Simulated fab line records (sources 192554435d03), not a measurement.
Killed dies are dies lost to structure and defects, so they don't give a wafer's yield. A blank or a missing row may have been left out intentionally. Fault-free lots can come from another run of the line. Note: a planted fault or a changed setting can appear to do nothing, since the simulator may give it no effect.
fab line records	flow n5Finfet
record lots=7	wafers=39
route steps=1938 shown FIN_SAQP@96 SD_EPI_N@288 SD_ACTIVATION@330 GATE_CUT@510 BEOL_M0_SAQP@663
startH: start of the lot's first displayed wafer, in hours after the record's first day	waitH: hours since the lot's step before	" repeats the value in the row above	L1.1+2: one row covering several wafers at once	- no value, or no start given	* or withheld: withheld	< > ~ a bound
route shown NAME@n: NAME is a module with steps in the file, n the number in the route of the first one	usual: average and standard deviation across the fault-free wafers	same: alike in all rows	chamber/n: place in a boat	sites: readings site by site	_std_site: how widely they spread, as a standard deviation	_edge_site: the outer-site mean with the inner-site mean subtracted	radiusMm: for every site, how far away it sits from the centre of the wafer	mask NAME#n: copy n	behind: the most recent tool/chamber to have shaped the wafer	hold: cause of the lot's hold/its duration in hours/its outcome	device: transistor that didn't switch, given as n, p or np	end of line: tests run on the same wafers once the route is complete	for a step that has no rows: nothing shown but its recipe	killed: not the wafer's yield, but the dies lost to structure and defects at the first sort	map: a wafer's dies, x killed, . not, _ none there
set.NAME: the run value of the setting; set.NAME@STEP: its run value at that earlier step	model.NAME: the simulator's own value behind a step, which no gauge read
lots run with intentionally changed settings; tables by step, rows by wafer
## steps
# step N5_FIN_SAQP_HM_DEP_03
# recipe material=SiNx	targetThkA=380	tempC=400	precursor=SiH4/NH3/N2	pressureTorr=1.5	rfW=300	timeS=33.6
lot.wafer	tool	chamber	startH	waitH	set.targetThkA	model.SiNx_of_FIN_SAQP_HM_DEP_03.thkNm
L077.1	pecvd-01	1	39.21	0.2	501	49.34
L077.2	"	2	"	"	380	37.25
L077.3	"	0	"	"	380	36.96
L077.4	"	0	"	"	501	50.14
L077.5	"	1	"	"	380	38.07
L077.6	"	2	"	"	501	50.26
L081.1	pecvd-02	0	62.78	0.2	380	37.69
L081.2	"	1	"	"	599.8	59.28
L081.3	"	2	"	"	380	37.79
L081.4	"	0	"	"	599.8	60.93
L081.5	"	1	"	"	380	38.01
L081.6	"	2	"	"	599.8	60.41
L088.1	pecvd-03	1	104.89	0.2	380	37.62
L088.2	"	2	"	"	380	37.17
L088.3	"	0	"	"	380	37.15
L088.4	"	2	"	"	380	38.23
L088.5	"	0	"	"	380	38.12
L088.6	"	1	"	"	380	38.03
L090.1	pecvd-02	2	117.54	0.2	380	37.91
L090.3	"	0	"	"	380	38.56
L090.6	"	1	"	"	380	38.57
L091.1+2	pecvd-01	1,0	123.06	0.2	516.5	50.98
L091.3	"	2	"	"	516.5	50.69
L091.4	"	0	"	"	380	37.96
L091.5	"	2	"	"	380	37.6
L091.6	"	1	"	"	380	37.83
L094.1	pecvd-02	1	140.69	0.2	380	37.89
L094.2	"	2	"	"	215.4	21.41
L094.3	"	0	"	"	215.4	21.17
L094.4	"	2	"	"	215.4	21.82
L094.5	"	0	"	"	380	38.14
L094.6	"	1	"	"	380	38.25
L097.1	pecvd-02	1	158.79	0.2	590	58.42
L097.2	"	0	"	"	380	38.18
L097.3	"	2	"	"	380	38.83
L097.4	"	1	"	"	380	38.22
L097.5	"	0	"	"	590	60.09
L097.6	"	2	"	"	590	60.07
# step N5_FIN_SAQP_THK_MEAS_05
# usual thkNm=38.0/0.49
lot.wafer	tool	chamber	startH	waitH	set.targetThkA@FIN_SAQP_HM_DEP_03	thkNm
L077.1	filmMetro-02	-	39.29	0.1	501	49.3
L077.2	"	-	"	"	380	37.2
L077.3	"	-	"	"	380	36.9
L077.4	"	-	"	"	501	50.1
L077.5	"	-	"	"	380	38.1
L077.6	"	-	"	"	501	50.2
L081.1	filmMetro-02	-	62.87	0.1	380	37.7
L081.2	"	-	"	"	599.8	59.2
L081.3	"	-	"	"	380	37.8
L081.4	"	-	"	"	599.8	61.0
L081.5	"	-	"	"	380	38.0
L081.6	"	-	"	"	599.8	60.5
L088.1	filmMetro-02	-	104.97	0.1	380	37.7
L088.2	"	-	"	"	380	37.1
L088.3	"	-	"	"	380	37.1
L088.4	"	-	"	"	380	38.2
L088.5	"	-	"	"	380	38.1
L088.6	"	-	"	"	380	38.0
L090.1	filmMetro-02	-	117.62	0.1	380	37.9
L090.3	"	-	"	"	380	38.6
L090.6	"	-	"	"	380	38.5
L091.1	filmMetro-01	-	123.14	0.1	516.5	51.0
L091.2	"	-	"	"	516.5	51.0
L091.3	"	-	"	"	516.5	50.7
L091.4	"	-	"	"	380	38.0
L091.5	"	-	"	"	380	37.6
L091.6	"	-	"	"	380	37.8
L094.1	filmMetro-01	-	140.78	0.1	380	37.9
L094.2	"	-	"	"	215.4	21.4
L094.3	"	-	"	"	215.4	21.1
L094.4	"	-	"	"	215.4	21.9
L094.5	"	-	"	"	380	38.1
L094.6	"	-	"	"	380	38.3
L097.1	filmMetro-02	-	158.88	0.1	590	58.4
L097.2	"	-	"	"	380	38.1
L097.3	"	-	"	"	380	38.8
L097.4	"	-	"	"	380	38.2
L097.5	"	-	"	"	590	60.1
L097.6	"	-	"	"	590	60.1
# step N5_FIN_SAQP_PECVD_47
# recipe material=a-Si	targetThkA=450	tempC=400	precursor=SiH4/He	pressureTorr=3	rfW=100	timeS=36.3
# step N5_FIN_SAQP_PECVD_48
# recipe material=SiNx	targetThkA=250	tempC=400	precursor=SiH4/NH3/N2	pressureTorr=1.5	rfW=300	timeS=22.1
# step N5_FIN_SAQP_MANDREL2_REMOVE_60
# recipe chemistry=HBr/Cl2/O2	btTimeS=10	target=a-Si	stopOn=SiNx	endpoint=OES-SiCl	overEtchFrac=1	icpW=600	biasW=22	HBr_flow_sccm=150	Cl2_flow_sccm=80	O2_flow_sccm=5	pressureMtorr=10
# step N5_FIN_SAQP_HM_OPEN_33
# recipe chemistry=CH3F/O2	target=SiNx	maskMaterial=SiO2	targetDepthA=494	timeS=70.6	pressureMtorr=30	sourceW=395	biasW=73	Ar_flow_sccm=150	CH3F_flow_sccm=30	O2_flow_sccm=20	ionEnergyEv=120	ends=cleared
# usual etchRfOnTimeS=69.5/1.5
lot.wafer	tool	chamber	startH	waitH	set.targetThkA@FIN_SAQP_HM_DEP_03	etchRfOnTimeS	model.etch.depthNm	model.FIN_SAQP.cdNm
L077.1	rieDiel-03	1	44.14	0.0	501	92.2	48.62	8
L077.2	"	3	"	"	380	67.2	36.63	8
L077.3	"	2	"	"	380	67.7	36.34	8.2
L077.4	"	0	"	"	501	91.0	49.43	8
L077.5	"	2	"	"	380	69.8	37.36	8
L077.6	"	3	"	"	501	90.8	49.63	8
L081.1	rieDiel-05	3	67.48	0.2	380	70.0	37.07	8.2
L081.2	"	0	"	"	599.8	108.5	58.65	7.8
L081.3	"	2	"	"	380	68.7	37.17	8.2
L081.4	"	1	"	"	599.8	113.8	60.21	7.8
L081.5	"	3	"	"	380	70.0	37.38	8.2
L081.6	"	0	"	"	599.8	110.3	59.69	7.8
L088.1	rieDiel-05	0	109.79	0.0	380	67.7	36.91	8.2
L088.2	"	1	"	"	380	68.9	36.54	8.2
L088.3	"	2	"	"	380	66.6	36.5	8.2
L088.4	"	3	"	"	380	70.0	37.57	8.4
L088.5	"	1	"	"	380	70.1	37.41	8.2
L088.6	"	0	"	"	380	68.1	37.4	8.2
L090.1	rieDiel-05	3	122.69	0.1	380	68.9	37.28	8.2
L090.3	"	1	"	"	380	72.0	37.93	8.2
L090.6	"	2	"	"	380	68.8	37.84	8.2
L091.1	rieDiel-05	2	128.30	0.0	516.5	91.6	50.35	8
L091.2	"	3	"	"	516.5	93.4	50.33	8
L091.3	"	1	"	"	516.5	93.5	50.07	8
L091.4	"	0	"	"	380	68.1	37.25	8.2
L091.5	"	1	"	"	380	69.2	36.95	8.2
L091.6	"	0	"	"	380	67.9	37.2	8.2
L094.1	rieDiel-05	2	145.59	0.0	380	67.5	37.26	8
L094.2	"	3	"	"	215.4	38.4	20.78	8.4
L094.3	"	0	"	"	215.4	37.7	20.54	8.4
L094.4	"	1	"	"	215.4	39.5	21.1	8.2
L094.5	"	3	"	"	380	68.9	37.51	8.2
L094.6	"	2	"	"	380	69.1	37.62	8
L097.1	rieDiel-04	3	163.88	0.0	590	110.6	57.8	7.6
L097.2	"	1	"	"	380	69.6	37.46	8.2
L097.3	"	3	"	"	380	74.1	38.18	8.2
L097.4	"	1	"	"	380	69.0	37.59	8
L097.5	"	3	"	"	590	114.5	59.47	7.8
L097.6	"	1	"	"	590	110.1	59.44	7.6
# step N5_SD_EPI_N_EPI_21
# recipe material=Si:P	dopant=P	tempC=680	pressureTorr=255	timeS=690
lot.wafer	tool	chamber	startH	waitH	set.epiGrowthTimeS	model.Si-P_of_SD_EPI_N_EPI_21.thkNm
L077.1+5	epiRpcvd-01	0	70.91	0.1	690	58.8
L077.2+4	"	0	"	"	690	59.2
L077.3	"	0	"	"	690	59.4
L077.6	"	0	"	"	690	59.8
L081.1+4	epiRpcvd-03	0	93.67	0.1	690	60
L081.2	"	0	"	"	690	59.4
L081.3	"	0	"	"	690	59
L081.5	"	0	"	"	690	59.2
L081.6	"	0	"	"	690	59.8
L088.1+4	epiRpcvd-03	0	133.58	0.1	690	59.8
L088.2+3	"	0	"	"	534	49.6
L088.5	"	0	"	"	690	59.2
L088.6	"	0	"	"	534	49.8
L090.1	epiRpcvd-01	0	146.64	0.1	690	59.8
L090.3	"	0	"	"	690	59.4
L090.6	"	0	"	"	690	59.6
L091.1+6	epiRpcvd-02	0	154.95	0.2	375.8	35.2
L091.2	"	0	"	"	690	59
L091.3+4	"	0	"	"	690	60
L091.5	"	0	"	"	375.8	35
L094.1+3+5	epiRpcvd-02	0	169.87	0.1	910.1	72
L094.2	"	0	"	"	690	59
L094.4	"	0	"	"	690	58.6
L094.6	"	0	"	"	690	59.2
L097.1+4	epiRpcvd-01	0	188.39	0.1	439.7	40
L097.2+3+6	"	0	"	"	690	58.2
L097.5	"	0	"	"	439.7	39.6
# step N5_SD_EPI_N_EPI_MEAS_23
# recipe mode=xrd
# usual thkNm=59.3/1.2
lot.wafer	tool	chamber	startH	waitH	set.epiGrowthTimeS@SD_EPI_N_EPI_21	thkNm
L077.1	filmMetro-01	-	72.63	1.4	690	60.5
L077.2	"	-	"	"	690	59.1
L077.3	"	-	"	"	690	59.7
L077.4	"	-	"	"	690	59.3
L077.5	"	-	"	"	690	59.3
L077.6	"	-	"	"	690	60.7
L081.1	filmMetro-02	-	95.39	1.4	690	60.7
L081.2	"	-	"	"	690	60.1
L081.3	"	-	"	"	690	60.8
L081.4	"	-	"	"	690	60.1
L081.5	"	-	"	"	690	58.8
L081.6	"	-	"	"	690	60.9
L088.1	filmMetro-02	-	135.30	1.4	690	60.7
L088.2	"	-	"	"	534	49.4
L088.3	"	-	"	"	534	49.2
L088.4	"	-	"	"	690	60.3
L088.5	"	-	"	"	690	59.3
L088.6	"	-	"	"	534	50.8
L090.1	filmMetro-02	-	148.36	1.4	690	60.1
L090.3	"	-	"	"	690	59.7
L090.6	"	-	"	"	690	58.9
L091.1	filmMetro-02	-	157.23	1.9	375.8	33.8
L091.2	"	-	"	"	690	59.8
L091.3	"	-	"	"	690	62.1
L091.4	"	-	"	"	690	60.0
L091.5	"	-	"	"	375.8	34.3
L091.6	"	-	"	"	375.8	34.7
L094.1	filmMetro-01	-	171.59	1.4	910.1	71.7
L094.2	"	-	"	"	690	57.4
L094.3	"	-	"	"	910.1	72.1
L094.4	"	-	"	"	690	57.9
L094.5	"	-	"	"	910.1	71.8
L094.6	"	-	"	"	690	58.2
L097.1	filmMetro-02	-	190.11	1.4	439.7	39.3
L097.2	"	-	"	"	690	59.0
L097.3	"	-	"	"	690	57.2
L097.4	"	-	"	"	439.7	41.3
L097.5	"	-	"	"	439.7	40.0
L097.6	"	-	"	"	690	59.2
# step N5_SD_EPI_N_PRECLEAN_24
# recipe chemistry=O3/DIW	timeS=60	tempC=22	o3Ppm=10
# step N5_SD_EPI_N_SRD_25
# recipe timeS=30	tempC=23	rinseLiquid=diw	dry=ipaMarangoni
# step N5_SD_ACTIVATION_RTA_00
# recipe tempC=975	timeS=0	ambient=N2	idleTempC=600	rampUpCPerS=150	rampDownCPerS=60	coolToC=600
# step N5_SD_ACTIVATION_LSA_01
# recipe tempC=1080	timeS=0.0008	ambient=N2
# step N5_SD_ACTIVATION_RS_MEAS_03
# recipe thkMeasGauge=four-point-probe
# usual RS_SD_N=21.86/0.28	RS_SD_P=56.2/0.99
lot.wafer	tool	chamber	startH	waitH	set.epiGrowthTimeS@SD_EPI_N_EPI_21	RS_SD_N[ohm/sq]	RS_SD_P[ohm/sq]
L077.1	filmMetro-01	-	78.48	0.2	690	22.31	54.9
L077.2	"	-	"	"	690	22.12	55.1
L077.3	"	-	"	"	690	21.92	54.6
L077.4	"	-	"	"	690	21.87	55.9
L077.5	"	-	"	"	690	22.12	55.3
L077.6	"	-	"	"	690	21.92	55.3
L081.1	filmMetro-01	-	101.08	0.2	690	21.75	56.2
L081.2	"	-	"	"	690	21.92	56.1
L081.3	"	-	"	"	690	21.88	57.2
L081.4	"	-	"	"	690	21.51	57.1
L081.5	"	-	"	"	690	21.94	55.7
L081.6	"	-	"	"	690	21.92	56.4
L088.1	filmMetro-02	-	140.66	0.2	690	21.74	56.3
L088.2	"	-	"	"	534	26.08	55.8
L088.3	"	-	"	"	534	26.32	56.1
L088.4	"	-	"	"	690	21.92	55.2
L088.5	"	-	"	"	690	21.96	55.6
L088.6	"	-	"	"	534	26.13	56.4
L090.1	filmMetro-01	-	153.76	0.2	690	21.63	57.3
L090.3	"	-	"	"	690	21.80	56.4
L090.6	"	-	"	"	690	21.91	55.9
L091.1	filmMetro-01	-	162.58	0.2	375.8	36.50	55.7
L091.2	"	-	"	"	690	22.03	56.0
L091.3	"	-	"	"	690	21.75	55.8
L091.4	"	-	"	"	690	21.69	56.2
L091.5	"	-	"	"	375.8	37.39	55.5
L091.6	"	-	"	"	375.8	36.42	56.3
L094.1	filmMetro-02	-	177.17	0.2	910.1	17.78	57.6
L094.2	"	-	"	"	690	21.91	56.8
L094.3	"	-	"	"	910.1	17.92	57.5
L094.4	"	-	"	"	690	21.81	57.1
L094.5	"	-	"	"	910.1	17.63	58.0
L094.6	"	-	"	"	690	21.61	57.1
L097.1	filmMetro-01	-	195.45	0.2	439.7	32.11	57.6
L097.2	"	-	"	"	690	22.22	57.2
L097.3	"	-	"	"	690	22.25	57.1
L097.4	"	-	"	"	439.7	31.98	57.1
L097.5	"	-	"	"	439.7	32.66	56.7
L097.6	"	-	"	"	690	22.33	57.1
# step N5_GATE_CUT_ALD_22
# recipe material=SiNx	targetThkA=160	tempC=400	aldPrecursorFamily=SiH2I2	aldCoReactant=N2/H2-plasma	pulseTimeS=1	aldCycles=320	purgeTimeS=2	coReactantPurgeTimeS=2	pressureTorr=2
lot.wafer	tool	chamber	startH	waitH	set.aldCycles	model.SiNx_of_GATE_CUT_ALD_22.thkNm
L077.1+3+5	aldSin-01	1,0,1	103.91	0.0	213	10.6
L077.2+4+6	"	2,0,2	"	"	320	16
L081.1+2+4	aldSin-03	3,1,0	128.82	1.2	320	16
L081.3+5+6	"	2,1,2	"	"	185	9.2
L088.1+6	aldSin-04	2,3	169.20	0.2	320	16
L088.2+4	"	0	"	"	449	22.2
L088.3	"	3	"	"	449	22.4
L088.5	"	2	"	"	320	15.8
L090.1	aldSin-03	3	180.06	0.0	320	16.2
L090.3+6	"	0,2	"	"	320	16
L091.1+4+5	aldSin-04	0,3,0	189.68	0.9	435	21.6
L091.2+6	"	1,3	"	"	320	15.8
L091.3	"	2	"	"	320	16
L094.1+2	aldSin-03	2,0	204.23	0.0	181	9
L094.3	"	1	"	"	320	16.2
L094.4	"	3	"	"	181	9.2
L094.5+6	"	0,1	"	"	320	16
L097.1	aldSin-03	0	221.13	0.0	320	15.8
L097.2+5	"	3,1	"	"	320	16
L097.3+4	"	1,3	"	"	215	10.8
L097.6	"	0	"	"	215	10.6
# step N5_GATE_CUT_CMP_23
# recipe stopOn=SiO2	tOverpolishS=23.4	postCmpClean=alkalineBrush	downForcePsi=2.5	platenRpm=51.8	padVelocityMS=1.0307	targetThkNm=16
# usual timeToEndpointS=19.0/1.9
lot.wafer	tool	chamber	startH	waitH	set.aldCycles@GATE_CUT_ALD_22	timeToEndpointS	model.SiNx_of_GATE_CUT_ALD_22.thkNm
L077.4	cmp-04	1	105.40	0.0	320	20.9	16
L077.3	"	2	"	"	213	14.0	10.6
L077.1	"	3	"	"	213	12.6	10.6
L077.2	"	0	"	"	320	21.3	16
L077.5	"	1	"	"	213	15.1	10.6
L077.6	"	2	"	"	320	22.4	16
L081.3	cmp-04	3	130.39	0.8	185	12.0	9.2
L081.4	"	0	"	"	320	20.1	16
L081.2	"	1	"	"	320	21.5	16
L081.1	"	2	"	"	320	21.1	16
L081.5	"	3	"	"	185	8.5	9.2
L081.6	"	0	"	"	185	10.7	9.2
L088.2	cmp-02	1	170.69	0.8	449	25.5	15.8
L088.4	"	2	"	"	449	24.3	15.6
L088.1	"	3	"	"	320	18.6	16
L088.3	"	0	"	"	449	22.3	13.4
L088.6	"	1	"	"	320	19.1	16
L088.5	"	2	"	"	320	17.7	15.8
L090.3	cmp-04	0	181.55	0.8	320	21.3	16
L090.1	"	1	"	"	320	19.3	16.2
L090.6	"	0	"	"	320	21.2	16
L091.3	cmp-01	0	191.17	0.8	320	19.5	16
L091.4	"	1	"	"	435	22.5	14.6
L091.1	"	2	"	"	435	24.4	15.2
L091.2	"	3	"	"	320	20.5	15.8
L091.5	"	0	"	"	435	26.4	14.8
L091.6	"	1	"	"	320	17.6	15.8
L094.4	cmp-02	2	205.72	0.8	181	8.1	9.2
L094.3	"	3	"	"	320	19.9	16.2
L094.2	"	0	"	"	181	10.4	9
L094.1	"	1	"	"	181	11.8	9
L094.5	"	2	"	"	320	19.5	16
L094.6	"	3	"	"	320	19.9	16
L097.3	cmp-04	1	222.62	0.8	215	16.6	10.8
L097.2	"	2	"	"	320	20.2	16
L097.1	"	3	"	"	320	18.9	15.8
L097.4	"	0	"	"	215	15.4	10.8
L097.6	"	1	"	"	215	12.7	10.6
L097.5	"	2	"	"	320	21.2	16
# step N5_BEOL_M0_SAQP_SPACER1_ALD_98
# recipe material=SiO2	targetThkA=128	tempC=300	aldPrecursorFamily=BDEAS	aldCoReactant=O2-plasma	pulseTimeS=1	purgeTimeS=2	coReactantPurgeTimeS=2	aldCycles=138	pressureTorr=2
lot.wafer	tool	chamber	startH	waitH	set.aldCycles	model.SiO2_of_BEOL_M0_SAQP_SPACER1_ALD_98.thkNm
L077.1+5+6	aldSin-02	3,3,0	128.55	0.4	207	19.2
L077.2+3+4	"	0,1,2	"	"	138	12.8
L081.1+2+6	aldSin-02	1,0,1	152.94	0.6	138	12.8
L081.3+5	"	2	"	"	81	7.4
L081.4	"	3	"	"	81	7.6
L088.1+2+3+4+5+6	aldSin-02	0,1,3,2,3,0	198.58	0.3	138	12.8
L090.1	aldSin-01	1	203.85	0.3	138	13
L090.3+6	"	0,1	"	"	138	12.8
L091.1+2+6	aldSin-01	3,1,0	215.72	0.5	138	12.8
L091.3+4+5	"	2,0,1	"	"	110	10.2
L094.1+4+5	aldSin-01	0,1,3	226.72	0.3	138	12.8
L094.2+3+6	"	3,2,0	"	"	86	8
L097.1+2+4	aldSin-02	1,0,2	246.30	0.3	138	12.8
L097.3+5+6	"	3,1,2	"	"	207	19.2
# step N5_BEOL_M0_SAQP_SPACER1_ETCHBACK_99
# recipe chemistry=CHF3/O2	mode=anisotropicEtchback	target=SiO2	targetDepthA=154	timeS=7.7	pressureMtorr=30	sourceW=650	biasW=170	Ar_flow_sccm=200	CHF3_flow_sccm=50	O2_flow_sccm=5	ionEnergyEv=200
# step N5_BEOL_M0_SAQP_MANDREL1_REMOVE_100
# recipe chemistry=HBr/Cl2/O2	btTimeS=10	target=a-Si	stopOn=SiNx	endpoint=OES-SiCl	overEtchFrac=0.85	icpW=600	biasW=30	HBr_flow_sccm=150	Cl2_flow_sccm=80	O2_flow_sccm=5	pressureMtorr=10
lot.wafer	tool	chamber	startH	waitH	set.aldCycles@BEOL_M0_SAQP_SPACER1_ALD_98	model.SiO2_of_BEOL_M0_SAQP_SPACER1_ALD_98.thkNm	model.BEOL_M0_SAQP.cdNm
L077.1+6	rieSi-03	2,0	129.12	0.1	207	13.8	19.4
L077.2	"	1	"	"	138	7.4	12.8
L077.3+4	"	0,3	"	"	138	7.4	13
L077.5	"	1	"	"	207	13.8	19.2
L081.1	rieSi-03	0	153.52	0.1	138	7.4	13
L081.2+6	"	3,2	"	"	138	7.4	12.8
L081.3+4+5	"	2,1,1	"	"	81	3.4	7.4
L088.1+2+3+4+6	rieSi-04	3,1,2,0,3	199.14	0.1	138	7.4	12.8
L088.5	"	2	"	"	138	7.4	12.6
L090.1	rieSi-04	1	204.42	0.1	138	7.6	13
L090.3+6	"	2,1	"	"	138	7.4	12.8
L091.1	rieSi-01	0	216.34	0.1	138	7.6	13
L091.2	"	2	"	"	138	7.4	12.8
L091.3+4+5	"	1,1,0	"	"	110	4.8	10.2
L091.6	"	2	"	"	138	7.4	12.6
L094.1+4+5	rieSi-03	1,0,0	227.32	0.1	138	7.4	12.8
L094.2+3+6	"	2,3,3	"	"	86	3.6	8
L097.1+2+4	rieSi-03	3,2,1	246.87	0.1	138	7.4	12.8
L097.3+5+6	"	0,3,2	"	"	207	13.8	19.2
# step N5_BEOL_M0_SAQP_CD_MEAS_25
# recipe targetCdNm=13.1	landingEnergyEv=1000	detector=seInlens
# usual cdNm=12.77/0.22
lot.wafer	tool	chamber	startH	waitH	set.aldCycles@BEOL_M0_SAQP_SPACER1_ALD_98	cdNm
L077.1	cdSem-03	0	129.23	0.1	207	19.75
L077.2	"	0	"	"	138	12.96
L077.3	"	0	"	"	138	12.66
L077.4	"	0	"	"	138	12.78
L077.5	"	0	"	"	207	19.35
L077.6	"	0	"	"	207	19.27
L081.1	cdSem-02	0	153.63	0.1	138	13.01
L081.2	"	0	"	"	138	12.83
L081.3	"	0	"	"	81	7.24
L081.4	"	0	"	"	81	7.73
L081.5	"	0	"	"	81	7.34
L081.6	"	0	"	"	138	12.74
L088.1	cdSem-01	0	199.25	0.1	138	12.95
L088.2	"	0	"	"	138	12.59
L088.3	"	0	"	"	138	12.69
L088.4	"	0	"	"	138	12.85
L088.5	"	0	"	"	138	12.57
L088.6	"	0	"	"	138	12.61
L090.1	cdSem-02	0	204.53	0.1	138	12.60
L090.3	"	0	"	"	138	12.51
L090.6	"	0	"	"	138	13.04
L091.1	cdSem-02	0	216.45	0.1	138	12.96
L091.2	"	0	"	"	138	12.59
L091.3	"	0	"	"	110	9.92
L091.4	"	0	"	"	110	10.01
L091.5	"	0	"	"	110	10.32
L091.6	"	0	"	"	138	12.96
L094.1	cdSem-01	0	227.43	0.1	138	12.86
L094.2	"	0	"	"	86	8.18
L094.3	"	0	"	"	86	8.04
L094.4	"	0	"	"	138	12.74
L094.5	"	0	"	"	138	12.90
L094.6	"	0	"	"	86	8.09
L097.1	cdSem-03	0	246.98	0.1	138	12.85
L097.2	"	0	"	"	138	13.07
L097.3	"	0	"	"	207	19.05
L097.4	"	0	"	"	138	12.78
L097.5	"	0	"	"	207	19.02
L097.6	"	0	"	"	207	19.04
## key
split step=N5_FIN_SAQP_HM_DEP_03	setting=targetThkA	stated=380	by=wafer
response step=N5_FIN_SAQP_HM_DEP_03	reading=model.SiNx_of_FIN_SAQP_HM_DEP_03.thkNm	change=+0.383	per=1%	r=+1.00
response step=N5_FIN_SAQP_THK_MEAS_05	reading=thkNm	change=*	per=1%	r=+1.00
response step=N5_FIN_SAQP_HM_OPEN_33	reading=etchRfOnTimeS	change=*	per=1%	r=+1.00
response step=N5_FIN_SAQP_HM_OPEN_33	reading=model.etch.depthNm	change=+0.383	per=1%	r=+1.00
response step=N5_FIN_SAQP_HM_OPEN_33	reading=model.FIN_SAQP.cdNm	change=-0.0066	per=1%	r=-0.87
split step=N5_SD_EPI_N_EPI_21	setting=epiGrowthTimeS	stated=690	by=wafer
response step=N5_SD_EPI_N_EPI_21	reading=model.Si-P_of_SD_EPI_N_EPI_21.thkNm	change=+0.493	per=1%	r=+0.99
response step=N5_SD_EPI_N_EPI_MEAS_23	reading=thkNm	change=*	per=1%	r=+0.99
response step=N5_SD_ACTIVATION_RS_MEAS_03	reading=RS_SD_N	change=-0.258	per=1%	r=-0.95
split step=N5_GATE_CUT_ALD_22	setting=aldCycles	stated=320	by=wafer
response step=N5_GATE_CUT_ALD_22	reading=model.SiNx_of_GATE_CUT_ALD_22.thkNm	change=+0.16	per=1%	r=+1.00
response step=N5_GATE_CUT_CMP_23	reading=timeToEndpointS	change=*	per=1%	r=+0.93
response step=N5_GATE_CUT_CMP_23	reading=model.SiNx_of_GATE_CUT_ALD_22.thkNm	shape=bent	atLowest=9.067	atStated=15.98	atHighest=14.93
split step=N5_BEOL_M0_SAQP_SPACER1_ALD_98	setting=aldCycles	stated=138	by=wafer
response step=N5_BEOL_M0_SAQP_SPACER1_ALD_98	reading=model.SiO2_of_BEOL_M0_SAQP_SPACER1_ALD_98.thkNm	change=+0.128	per=1%	r=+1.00
response step=N5_BEOL_M0_SAQP_MANDREL1_REMOVE_100	reading=model.SiO2_of_BEOL_M0_SAQP_SPACER1_ALD_98.thkNm	change=+0.117	per=1%	r=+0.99
response step=N5_BEOL_M0_SAQP_MANDREL1_REMOVE_100	reading=model.BEOL_M0_SAQP.cdNm	change=+0.129	per=1%	r=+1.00
response step=N5_BEOL_M0_SAQP_CD_MEAS_25	reading=cdNm	change=+0.129	per=1%	r=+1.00
